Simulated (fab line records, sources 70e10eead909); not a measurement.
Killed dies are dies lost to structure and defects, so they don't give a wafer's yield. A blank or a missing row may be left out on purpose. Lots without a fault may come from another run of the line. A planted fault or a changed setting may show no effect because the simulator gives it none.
fab line records | flow nand_harc | part 2 of 2: steps 25 to 31 of 31
record lots=5 wafers=15 last_day=23
route steps=1159 shown A_CONTACT@920
lots that met no fault: from a run of the same line without faults
start_h: hours from the record's first day to the start of the lot's first wafer shown | wait_h: hours since the lot's step before | " the same as in the row above | L1.1+2: a row that stands for several wafers | - no value, or no start given | * or withheld: withheld | < > ~ a bound
route shown NAME@n: a module of which the file shows steps, and the number in the route of the first | usual: mean/standard deviation of fault-free wafers | same: alike in all rows | chamber/n: place in a boat | sites: the reading at each site | _std_site: their standard deviation | _edge_site: outer sites' mean less inner sites' | radius_mm: how far each site lies from the wafer's centre | mask NAME#n: copy n | behind: the tool/chamber that last shaped the wafer | hold: why the lot was held/for how many hours/how that ended | device: the transistor (n, p or np) that didn't switch | end of line: the same wafers' tests at the end of the route | a step without rows: its recipe alone | killed: dies lost to structure and defects at the first sort, not the wafer's yield | map: a wafer's dies, x killed, . not, _ none there
set.NAME: the setting as run; set.NAME@STEP: as run at that earlier step | model.NAME: the simulator's own value behind a step, which no gauge read
lots at some steps of the route; a table a step, a row a wafer
services: from which hour (start_h, from the record's first day; less than 0 if before it) a tool's chamber was out of use, for how many hours, and why
## steps
# step NHARC_A_CONTACT_ETCH_135
# recipe source_w=withheld pressure_mtorr=20 bias_v=3000 time_s=132 target_depth_a=12870 ar_flow_sccm=withheld c4f8_flow_sccm=withheld o2_flow_sccm=withheld chemistry=C4F8/O2/Ar
# same time_s=132
# columns lot.wafer tool chamber start_h wait_h rf_hours_counter_h
L076.2 har_cap_etch-03 1 396.10 0.2 87
L076.4 " 1 " " -
L076.5 " 0 " " -
L078.2 har_cap_etch-02 1 399.77 0.2 16
L078.4 " 0 " " -
L078.6 " 0 " " -
L089.2 har_cap_etch-01 1 483.37 0.2 77
L089.6 " 1 " " -
L089.5 " 0 " " -
L091.2 har_cap_etch-02 0 485.90 0.2 31
L091.1 " 1 " " 31
L091.3 " 0 " " -
L090.2 har_cap_etch-02 0 487.99 0.2 32
L090.1 " 1 " " 32
L090.4 " 1 " " -
# step NHARC_A_CONTACT_ETCH_136
# recipe source_w=withheld pressure_mtorr=20 bias_v=3000 time_s=132 target_depth_a=12870 ar_flow_sccm=withheld c4f8_flow_sccm=withheld o2_flow_sccm=withheld chemistry=C4F8/O2/Ar
# same time_s=132
# columns lot.wafer tool chamber start_h wait_h rf_hours_counter_h
L076.2 har_cap_etch-03 1 396.22 0.1 88
L076.4 " 1 " " -
L076.5 " 0 " " -
L078.2 har_cap_etch-02 1 399.90 0.1 16
L078.4 " 0 " " -
L078.6 " 0 " " -
L089.2 har_cap_etch-01 1 483.54 0.1 77
L089.6 " 1 " " -
L089.5 " 0 " " -
L091.2 har_cap_etch-02 0 486.02 0.1 31
L091.1 " 1 " " 31
L091.3 " 0 " " -
L090.2 har_cap_etch-02 0 488.11 0.1 32
L090.1 " 1 " " 32
L090.4 " 1 " " -
# step NHARC_A_CONTACT_ETCH_137
# recipe source_w=withheld pressure_mtorr=20 bias_v=3000 time_s=132 target_depth_a=12870 ar_flow_sccm=withheld c4f8_flow_sccm=withheld o2_flow_sccm=withheld chemistry=C4F8/O2/Ar
# same time_s=132
# columns lot.wafer tool chamber start_h wait_h rf_hours_counter_h
L076.2 har_cap_etch-03 1 396.34 0.1 88
L076.4 " 1 " " -
L076.5 " 0 " " -
L078.2 har_cap_etch-02 1 400.02 0.1 16
L078.4 " 0 " " -
L078.6 " 0 " " -
L089.2 har_cap_etch-01 1 483.70 0.1 77
L089.6 " 1 " " -
L089.5 " 0 " " -
L091.2 har_cap_etch-02 0 486.14 0.1 32
L091.1 " 1 " " 32
L091.3 " 0 " " -
L090.2 har_cap_etch-02 0 488.24 0.1 32
L090.1 " 1 " " 32
L090.4 " 1 " " -
# step NHARC_A_CONTACT_ETCH_138
# recipe source_w=withheld pressure_mtorr=20 bias_v=3000 time_s=132 target_depth_a=12890 ar_flow_sccm=withheld c4f8_flow_sccm=withheld o2_flow_sccm=withheld chemistry=C4F8/O2/Ar
# same time_s=132
# columns lot.wafer tool chamber start_h wait_h rf_hours_counter_h
L076.2 har_cap_etch-03 1 396.46 0.1 88
L076.4 " 1 " " -
L076.5 " 0 " " -
L078.2 har_cap_etch-02 1 400.14 0.1 16
L078.4 " 0 " " -
L078.6 " 0 " " -
L089.2 har_cap_etch-01 1 483.86 0.1 77
L089.6 " 1 " " -
L089.5 " 0 " " -
L091.2 har_cap_etch-02 0 486.26 0.1 32
L091.1 " 1 " " 32
L091.3 " 0 " " -
L090.2 har_cap_etch-02 0 488.36 0.1 32
L090.1 " 1 " " 32
L090.4 " 1 " " -
# step NHARC_A_CONTACT_ETCH_139
# recipe source_w=withheld pressure_mtorr=20 bias_v=400 time_s=137 target_depth_a=5900 ar_flow_sccm=withheld c4f8_flow_sccm=11.5 o2_flow_sccm=7.2 chemistry=C4F8/O2/Ar
# same time_s=137
# columns lot.wafer tool chamber start_h wait_h rf_hours_counter_h
L076.2 har_cap_etch-03 1 396.60 0.1 88
L076.4 " 1 " " -
L076.5 " 0 " " -
L078.2 har_cap_etch-02 1 400.28 0.1 16
L078.4 " 0 " " -
L078.6 " 0 " " -
L089.2 har_cap_etch-01 1 484.03 0.1 77
L089.6 " 1 " " -
L089.5 " 0 " " -
L091.2 har_cap_etch-02 0 486.39 0.1 32
L091.1 " 1 " " 32
L091.3 " 0 " " -
L090.2 har_cap_etch-02 0 488.48 0.1 32
L090.1 " 1 " " 32
L090.4 " 1 " " -
# step NHARC_A_CONTACT_ETCH_92
# recipe target_depth_a=400 over_etch_frac=0.5 time_s=85.7 ion_energy_ev=120 ch3f_flow_sccm=50 o2_flow_sccm=30 ar_flow_sccm=200 rf_w=500 bias_w=100 chemistry=CH3F/O2
# usual drypump_motor_current_A=5.9/0.6 oes_product_au=0.94/0.035 rf_vpp_V=244.2/1.9 showerhead_plenum_p_Torr=2.44/0.12 throttle_valve_pct=20.663/0.0087
# same time_s=85.7
# columns lot.wafer tool chamber start_h wait_h drypump_motor_current_A oes_product_au rf_hours_counter_h rf_vpp_V showerhead_plenum_p_Torr throttle_valve_pct
L076.2 rie_diel-11 0 396.98 0.3 5.9 0.91 5 246.5 2.60 20.665
L076.4 " 2 " " 4.8 0.91 5 243.7 2.38 20.668
L076.5 " 0 " " 5.9 0.91 - 246.3 2.60 20.643
L078.4 rie_diel-11 0 400.65 0.3 5.9 0.91 5 247.2 2.60 20.670
L078.2 " 3 " " 6.3 0.94 6 244.1 2.40 20.665
L078.6 " 0 " " 5.9 0.92 - 245.4 2.60 20.663
L089.2 rie_diel-11 2 484.52 0.4 4.8 0.90 22 243.3 2.38 20.673
L089.6 " 1 " " 6.6 0.92 - 244.1 2.47 20.662
L089.5 " 2 " " 4.8 0.91 - 243.2 2.38 20.652
L091.3 rie_diel-13 0 486.80 0.3 5.5 0.94 11 246.1 2.60 20.661
L091.2 " 1 " " 5.3 0.93 10 244.9 2.53 20.662
L091.1 " 2 " " 6.4 0.94 10 247.2 2.66 20.680
L090.2 rie_diel-12 2 488.90 0.4 6.2 0.93 36 241.7 2.28 20.661
L090.4 " 3 " " 6.0 0.92 38 243.2 2.28 20.662
L090.1 " 0 " " 5.2 0.94 38 247.2 2.62 20.657
# step NHARC_A_CONTACT_ETCH_98
# recipe target_depth_a=200 over_etch_frac=0.5 time_s=10 ion_energy_ev=250 c4f6_flow_sccm=25 o2_flow_sccm=20 ar_flow_sccm=500 rf_w=600 bias_w=500 chemistry=C4F6/O2
# usual c4f6_flow_sccm=24.99/0.073 drypump_motor_current_A=5.9/0.59 oes_product_au=0.963/0.028 rf_vpp_V=547/3.6 showerhead_plenum_p_Torr=3.92/0.18 throttle_valve_pct=26.903/0.0088
# same time_s=10
# columns lot.wafer tool chamber start_h wait_h c4f6_flow_sccm drypump_motor_current_A oes_product_au rf_hours_counter_h rf_vpp_V showerhead_plenum_p_Torr throttle_valve_pct
L076.2 rie_diel-11 1 - - 25.05 6.6 0.936 5 547 3.94 26.894
L076.4 " 2 " " 25.03 4.8 0.907 5 544 3.81 26.899
L076.5 " 0 " " 24.98 5.9 0.939 - 550 4.13 26.891
L078.2 rie_diel-11 0 - - 24.98 5.9 0.933 5 550 4.13 26.907
L078.4 " 1 " " 25.06 6.6 0.937 5 546 3.94 26.901
L078.6 " 2 " " 24.92 4.8 0.915 - 544 3.81 26.899
L089.2 rie_diel-11 0 - - 24.98 5.9 0.924 23 549 4.12 26.914
L089.5 " 1 " " 24.97 6.6 0.941 - 547 3.93 26.914
L089.6 " 2 " " 25.00 4.8 0.928 - 544 3.80 26.899
L091.3 rie_diel-13 1 - - 25.00 5.3 0.934 10 549 4.03 26.896
L091.2 " 3 " " 24.90 6.3 0.956 11 549 4.03 26.904
L091.1 " 0 " " 25.07 5.5 0.970 11 551 4.14 26.902
L090.4 rie_diel-12 1 - - 25.00 6.1 0.948 37 542 3.76 26.907
L090.2 " 2 " " 25.06 6.2 0.955 36 542 3.65 26.901
L090.1 " 3 " " 25.14 6.0 0.941 38 541 3.66 26.901
## services
# columns tool chamber start_h hours kind
arfi_scanner-01 - 368.00 4.0 pm
pecvd-04 - 376.11 13.0 pm
pecvd-03 2 376.65 4.3 repair
rie_diel-12 - 379.58 9.0 pm
rie_diel-12 0 379.58 9.0 vent_cycle
rie_diel-12 1 379.58 9.0 vent_cycle
wet_bench-06 - 384.43 6.8 repair
arfi_scanner-02 - 408.64 2.0 repair
pecvd-04 0 416.91 15.0 repair
pecvd-01 - 418.20 13.0 pm
rie_diel-12 0 424.00 7.0 repair
rie_diel-11 - 432.78 0.4 repair
arfi_scanner-02 - 432.85 4.0 pm
arfi_scanner-01 - 439.63 1.7 repair
litho_track-01 - 443.00 7.0 pm
rie_diel-12 1 447.06 3.3 repair
wet_bench-07 - 448.01 8.0 pm
rie_diel-13 - 453.00 9.0 pm
litho_track-06 - 467.01 7.0 pm
arfi_scanner-02 - 468.07 4.2 repair
pecvd-03 - 473.23 13.0 pm
acl_dep-01 - 473.53 13.0 pm
wet_bench-06 - 481.63 8.0 pm
arfi_scanner-03 - 484.00 4.0 pm
